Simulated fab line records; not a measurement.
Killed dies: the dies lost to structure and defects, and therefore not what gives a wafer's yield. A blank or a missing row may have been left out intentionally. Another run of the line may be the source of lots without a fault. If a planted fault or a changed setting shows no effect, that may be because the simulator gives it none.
fab line records	flow n5_finfet
record: lots: 7	wafers: 39
route steps=1938 shown WELL_APT@48 FIN_SAQP@134 DUMMY_GATE@246 SD_EPI_N@275 HKMG_FIN@413 MOL_CONTACT_COAG@559
start_h: start of the lot's first displayed wafer, in hours after the record's first day	wait_h: hours since the lot's step before	" identical to the entry in the row above	L1.1+2: several wafers, shown together as one row	- value missing, or start not given	* or withheld: withheld	< > ~ a bound
route shown NAME@n: a module of which the file shows steps, and the number in the route of the first	usual: mean/standard deviation taken from wafers without a fault	same: alike in all rows	chamber/n: place in a boat	sites: each site's reading	_std_site: standard deviation across them	_edge_site: outer sites' mean less inner sites'	radius_mm: for every site, how far away it sits from the centre of the wafer	mask NAME#n: copy n	behind: the most recent tool/chamber to have shaped the wafer	hold: why the lot went on hold/how many hours it stayed there/how the hold came to an end	device: the transistor (n, p or np) that didn't switch	end of line: at the end of the route, the tests of the same wafers	a step given without rows: its recipe and nothing more	killed: dies that structure and defects cost at the first sort, which is not the same as the wafer's yield	map: shows each die of a wafer: x if killed, . if not, _ if none is there
set.NAME: the setting as run; set.NAME@STEP: as run at that earlier step	model.NAME: the simulator's own value behind a step, which no gauge read
lots whose settings were changed on purpose; a table a step, a row a wafer
== steps ==
step: N5_WELL_APT_IMPLANT_32
recipe: species: BF2	energy_kev: 50	dose_cm2: 2e+13	tilt_deg: 0	rotation_deg: 0
lot.wafer	tool	chamber	start_h	wait_h	set.energy_kev	model.implant.rp_nm	model.implant.drp_nm
L077.1+5+6	implanter-02	0	33.05	0.1	50	37.34	18.55
L077.2+3+4	"	0	"	"	44.96	33.62	17.21
L078.2+3+4	implanter-01	0	39.65	0.1	50	38.15	18.55
L081.1+2+5	implanter-02	0	57.51	0.1	44.03	33.41	16.96
L081.3+4+6	"	0	"	"	50	37.8	18.55
L082.1+3+5	implanter-01	0	63.46	0.1	50	36.91	18.55
L082.2+4+6	"	0	"	"	42.28	31.55	16.49
L083.1+2+3+4+5+6	implanter-02	0	69.34	0.1	50	36.34	18.55
L087.1+4+6	implanter-01	0	93.26	0.1	50	36.37	18.55
L087.2+3+5	"	0	"	"	56.37	40.95	20.25
L093.1+3+6	implanter-01	0	129.68	0.1	50	38.32	18.55
L093.2+4+5	"	0	"	"	46.73	35.84	17.68
step: N5_FIN_SAQP_ETCH_69
recipe: chemistry: N2/H2	target: SOC	target_depth_a: 1500	stop_on: SiNx	ion_energy_ev: 100	bias_w: 61	pressure_mtorr: 30	source_w: 850	n2_flow_sccm: 200	h2_flow_sccm: 200
lot.wafer	tool	chamber	start_h	wait_h	set.target_depth_a	model.SOC_of_FIN_SAQP_COAT_68.thk_nm
L077.1	rie_diel-06	3	42.08	-	1500	8.2
L077.2	"	1	"	"	1443	8.2
L077.3	"	0	"	"	1443	9.2
L077.4	"	2	"	"	1500	5.6
L077.5	"	3	"	"	1500	8.8
L077.6	"	0	"	"	1443	9.8
L078.2	rie_diel-04	2	49.66	-	1500	3.2
L078.3	"	0	"	"	1500	6.2
L078.4	"	1	"	"	1500	0
L081.1	rie_diel-06	2	67.59	-	1500	5
L081.2	"	0	"	"	1500	4.8
L081.3	"	3	"	"	1500	8.2
L081.4+5+6	"	1,0,1	"	"	1614	0
L082.1	rie_diel-04	0	73.67	-	1500	7.2
L082.2+3+5	"	2,3,1	"	"	1658	0
L082.4	"	1	"	"	1500	0
L082.6	"	0	"	"	1500	6.4
L083.1	rie_diel-06	3	79.48	-	1500	9
L083.2	"	0	"	"	1500	6.2
L083.3	"	1	"	"	1331	15.4
L083.4	"	2	"	"	1331	17.4
L083.5	"	0	"	"	1331	17
L083.6	"	1	"	"	1500	5.2
L087.1+2+6	rie_diel-03	2,1,2	104.19	-	1655	0
L087.3	"	0	"	"	1500	5.2
L087.4	"	0	"	"	1500	5.4
L087.5	"	1	"	"	1500	6.4
L093.1	rie_diel-04	2	140.06	-	1388	11.2
L093.2	"	3	"	"	1500	2.4
L093.3	"	1	"	"	1500	0.2
L093.4	"	0	"	"	1388	13.6
L093.5	"	3	"	"	1500	2.6
L093.6	"	2	"	"	1388	11
step: N5_DUMMY_GATE_ETCH_32
recipe: chemistry: CF4	target: SiO2	target_depth_a: 35	time_s: 3.9	ion_energy_ev: 350	pressure_mtorr: 10	icp_w: 800	bias_w: 400	cf4_flow_sccm: 80
lot.wafer	tool	chamber	start_h	wait_h	set.time_s	model.etch.depth_nm
L077.1	rie_si-05	2	64.26	0.1	3.9	3.419
L077.2	"	3	"	"	3.9	3.341
L077.3	"	1	"	"	3.9	3.447
L077.4	"	0	"	"	3.9	3.461
L077.5	"	2	"	"	3.9	3.397
L077.6	"	3	"	"	3.9	3.326
L078.2	rie_si-05	2	75.09	0.1	3.9	3.473
L078.3	"	1	"	"	3.9	3.51
L078.4	"	3	"	"	3.9	3.428
L081.1	rie_si-06	0	91.09	0.1	3.9	3.446
L081.2	"	2	"	"	3.9	3.429
L081.3	"	3	"	"	3.9	3.369
L081.4	"	1	"	"	3.9	3.563
L081.5	"	2	"	"	3.9	3.436
L081.6	"	3	"	"	3.9	3.355
L082.1	rie_si-01	0	95.27	0.1	3.9	3.502
L082.2	"	3	"	"	3.9	3.525
L082.3	"	2	"	"	3.9	3.451
L082.4	"	1	"	"	3.9	3.343
L082.5	"	3	"	"	3.9	3.555
L082.6	"	0	"	"	3.9	3.515
L083.1	rie_si-06	2	102.12	0.1	4.562	4.021
L083.2	"	0	"	"	3.9	3.416
L083.3	"	3	"	"	3.9	3.391
L083.4	"	1	"	"	3.9	3.563
L083.5	"	2	"	"	4.562	4.042
L083.6	"	1	"	"	4.562	4.198
L087.1	rie_si-05	1	125.79	0.1	3.9	3.487
L087.2	"	3	"	"	3.268	2.837
L087.3	"	0	"	"	3.268	2.952
L087.4	"	2	"	"	3.268	2.888
L087.5	"	3	"	"	3.9	3.386
L087.6	"	2	"	"	3.9	3.47
L093.1	rie_si-05	0	163.56	0.1	3.332	3.013
L093.2	"	2	"	"	3.9	3.469
L093.3	"	1	"	"	3.9	3.504
L093.4	"	3	"	"	3.332	2.933
L093.5	"	1	"	"	3.332	3.011
L093.6	"	0	"	"	3.9	3.529
step: N5_DUMMY_GATE_ETCH_42
recipe: chemistry: CHF3/O2	target: SiO2	target_depth_a: 35	time_s: 31	ion_energy_ev: 30	bias_w: 12	pressure_mtorr: 30	source_w: 600	Ar_flow_sccm: 200	CHF3_flow_sccm: 50	O2_flow_sccm: 5
usual: rf_vpp_V: 42.6/1.1
lot.wafer	tool	chamber	start_h	wait_h	set.bias_w	rf_vpp_V
L077.1	rie_diel-01	1	64.50	0.0	12	41.7
L077.2	"	2	"	"	13.83	48.4
L077.3	"	0	"	"	12	41.4
L077.4	"	3	"	"	13.83	48.2
L077.5	"	2	"	"	13.83	49.0
L077.6	"	3	"	"	12	41.4
L078.2	rie_diel-01	0	75.34	0.0	12	43.1
L078.3	"	3	"	"	12	41.5
L078.4	"	1	"	"	12	41.8
L081.1	rie_diel-02	3	91.34	0.0	12.78	42.4
L081.2	"	1	"	"	12	43.1
L081.3	"	2	"	"	12	43.8
L081.4	"	0	"	"	12.78	44.9
L081.5	"	2	"	"	12.78	45.0
L081.6	"	1	"	"	12	43.3
L082.1	rie_diel-01	0	95.52	0.0	10.43	39.2
L082.2	"	1	"	"	10.43	37.4
L082.3	"	3	"	"	12	43.4
L082.4	"	2	"	"	12	44.7
L082.5	"	0	"	"	12	43.9
L082.6	"	3	"	"	10.43	38.5
L083.1	rie_diel-01	2	102.41	0.1	12	43.3
L083.2	"	0	"	"	12	41.9
L083.3	"	1	"	"	12	41.5
L083.4	"	3	"	"	12	42.2
L083.5	"	0	"	"	12	42.6
L083.6	"	3	"	"	12	42.9
L087.1	rie_diel-05	0	126.03	0.0	12	43.5
L087.2	"	2	"	"	11.34	40.0
L087.3	"	1	"	"	12	41.8
L087.4	"	3	"	"	11.34	42.4
L087.5	"	3	"	"	12	43.4
L087.6	"	2	"	"	11.34	39.9
L093.1	rie_diel-02	0	163.91	0.1	12	43.2
L093.2	"	3	"	"	12	41.4
L093.3	"	2	"	"	13.39	46.6
L093.4	"	3	"	"	13.39	45.4
L093.5	"	2	"	"	12	42.4
L093.6	"	0	"	"	13.39	47.1
step: N5_SD_EPI_N_ETCH_35
recipe: chemistry: N2/H2	target: SOC	overetch_a: 1080	mask_material: SiARC	temp_c: 40	ion_energy_ev: 100	source_w: 3000	bias_w: 133	pressure_mtorr: 20	time_s: 486	n2_flow_sccm: 200	h2_flow_sccm: 200
usual: rf_vpp_V: 240.0/1.3
lot.wafer	tool	chamber	start_h	wait_h	set.source_w	rf_vpp_V
L077.1	rie_diel-04	2	65.93	0.0	3477	227.9
L077.2	"	0	"	"	3477	227.9
L077.3	"	3	"	"	3000	240.1
L077.4	"	1	"	"	3477	227.6
L077.5	"	2	"	"	3000	241.7
L077.6	"	3	"	"	3000	238.6
L078.2	rie_diel-06	1	76.76	0.0	3000	240.1
L078.3	"	2	"	"	3000	239.3
L078.4	"	3	"	"	3000	239.2
L081.1	rie_diel-04	2	93.17	0.0	3000	239.4
L081.2	"	3	"	"	3000	240.6
L081.3	"	0	"	"	3000	239.7
L081.4	"	1	"	"	3000	239.3
L081.5	"	2	"	"	3000	239.5
L081.6	"	1	"	"	3000	239.1
L082.1	rie_diel-03	1	101.06	0.0	3308	232.5
L082.2	"	0	"	"	3000	241.3
L082.3	"	3	"	"	3000	238.0
L082.4	"	1	"	"	3000	238.9
L082.5	"	0	"	"	3308	232.3
L082.6	"	3	"	"	3308	230.5
L083.1	rie_diel-03	0	104.42	0.0	3000	242.1
L083.2	"	1	"	"	3000	239.9
L083.3	"	2	"	"	3000	240.0
L083.4	"	2	"	"	3000	239.8
L083.5	"	0	"	"	3000	240.1
L083.6	"	1	"	"	3000	238.4
L087.1	rie_diel-06	0	127.56	0.0	3000	241.3
L087.2	"	1	"	"	3000	239.4
L087.3	"	2	"	"	3000	238.0
L087.4	"	3	"	"	3000	239.5
L087.5	"	3	"	"	3000	240.0
L087.6	"	0	"	"	3000	239.5
L093.1	rie_diel-03	1	165.63	0.0	3000	237.8
L093.2	"	3	"	"	3000	243.7
L093.3	"	2	"	"	3261	233.0
L093.4	"	0	"	"	3261	234.2
L093.5	"	3	"	"	3261	235.6
L093.6	"	2	"	"	3000	238.7
step: N5_HKMG_FIN_CVD_62
recipe: material: a-Si	target_thk_a: 30	temp_c: 500	precursor: Si2H6	pressure_torr: 1	time_s: 20.8
lot.wafer	tool	chamber	start_h	wait_h	set.target_thk_a	model.a-Si_of_HKMG_FIN_CVD_62.thk_nm
L077.1+3	thermal_cvd_si-02	0,1	89.85	0.2	27.62	2.6
L077.2+5+6	"	1,1,0	"	"	30	3
L077.4	"	0	"	"	27.62	2.8
L078.2	thermal_cvd_si-01	1	101.26	0.2	30	2.8
L078.3	"	0	"	"	30	3.2
L078.4	"	1	"	"	30	3
L081.1+5+6	thermal_cvd_si-02	1,0,1	120.40	0.2	30	3
L081.2+3+4	"	2,0,2	"	"	32.62	3.2
L082.1+6	thermal_cvd_si-01	0,2	124.94	0.2	34.26	3.6
L082.2	"	1	"	"	30	3
L082.3	"	2	"	"	34.26	3.4
L082.4+5	"	0,1	"	"	30	3.2
L083.1+2	thermal_cvd_si-02	2,0	127.19	0.2	27.62	2.6
L083.3+4+6	"	1,0,2	"	"	30	3
L083.5	"	1	"	"	27.62	2.8
L087.1+4	thermal_cvd_si-02	1	151.89	0.2	30	3
L087.2+6	"	0	"	"	26.79	2.6
L087.3	"	2	"	"	30	3.2
L087.5	"	2	"	"	26.79	2.8
L093.1	thermal_cvd_si-02	2	189.94	0.2	30	3.2
L093.2+3	"	1,0	"	"	30	3
L093.4+5	"	0,1	"	"	28.37	2.8
L093.6	"	2	"	"	28.37	3
step: N5_MOL_CONTACT_COAG_ALD_27
recipe: material: SiOC	target_thk_a: 170	temp_c: 400	ald_precursor_family: carbosiloxane	ald_co_reactant: H2-plasma	pulse_time_s: 1.5	time_s: 2720	purge_time_s: 2	co_reactant_purge_time_s: 2	ald_cycles: 340	pressure_torr: 2
lot.wafer	tool	chamber	start_h	wait_h	set.ald_cycles	model.SiOC_of_MOL_CONTACT_COAG_ALD_27.thk_nm
L077.1+5+6	ald_sin-01	3,1,2	114.08	0.0	323	16.2
L077.2+3+4	"	0,1,2	"	"	340	17
L078.2+3+4	ald_sin-01	1,0,2	121.82	0.0	340	17
L081.1+3	ald_sin-01	2,3	139.48	0.2	310	15.4
L081.2+5+6	"	0,3,0	"	"	340	17
L081.4	"	1	"	"	310	15.6
L082.1+4+6	ald_sin-02	1,2,1	145.13	0.0	340	17
L082.2+3+5	"	0,3,0	"	"	378	19
L083.1+2+3	ald_sin-01	0,3,2	149.24	0.1	340	17
L083.4+5+6	"	1,1,2	"	"	306	15.4
L087.1+3+6	ald_sin-02	3,2,3	172.64	0.0	340	17
L087.2	"	0	"	"	297	14.8
L087.4+5	"	1,2	"	"	297	15
L093.1+4+5	ald_sin-03	1,2,3	211.27	0.0	302	15
L093.2	"	3	"	"	340	16.8
L093.3+6	"	0	"	"	340	17
== key ==
split: step: N5_WELL_APT_IMPLANT_32	setting: energy_kev	stated: 50	by: wafer
response: step: N5_WELL_APT_IMPLANT_32	reading: model.implant.rp_nm	change: +0.36	per: 1%	r: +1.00
response: step: N5_WELL_APT_IMPLANT_32	reading: model.implant.drp_nm	change: +0.133	per: 1%	r: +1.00
split: step: N5_FIN_SAQP_ETCH_69	setting: target_depth_a	stated: 1500	by: wafer
response: step: N5_FIN_SAQP_ETCH_69	reading: model.SOC_of_FIN_SAQP_COAT_68.thk_nm	change: -0.729	per: 1%	r: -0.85
split: step: N5_DUMMY_GATE_ETCH_32	setting: time_s	stated: 3.9	by: wafer
response: step: N5_DUMMY_GATE_ETCH_32	reading: model.etch.depth_nm	change: +0.0356	per: 1%	r: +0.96
split: step: N5_DUMMY_GATE_ETCH_42	setting: bias_w	stated: 12	by: wafer
response: step: N5_DUMMY_GATE_ETCH_42	reading: rf_vpp_V	change: +0.4	per: 1%	r: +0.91
split: step: N5_SD_EPI_N_ETCH_35	setting: source_w	stated: 3000	by: wafer
response: step: N5_SD_EPI_N_ETCH_35	reading: rf_vpp_V	change: -0.751	per: 1%	r: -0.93
split: step: N5_HKMG_FIN_CVD_62	setting: target_thk_a	stated: 30	by: wafer
response: step: N5_HKMG_FIN_CVD_62	reading: model.a-Si_of_HKMG_FIN_CVD_62.thk_nm	change: +0.033	per: 1%	r: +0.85
split: step: N5_MOL_CONTACT_COAG_ALD_27	setting: ald_cycles	stated: 340	by: wafer
response: step: N5_MOL_CONTACT_COAG_ALD_27	reading: model.SiOC_of_MOL_CONTACT_COAG_ALD_27.thk_nm	change: +0.169	per: 1%	r: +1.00
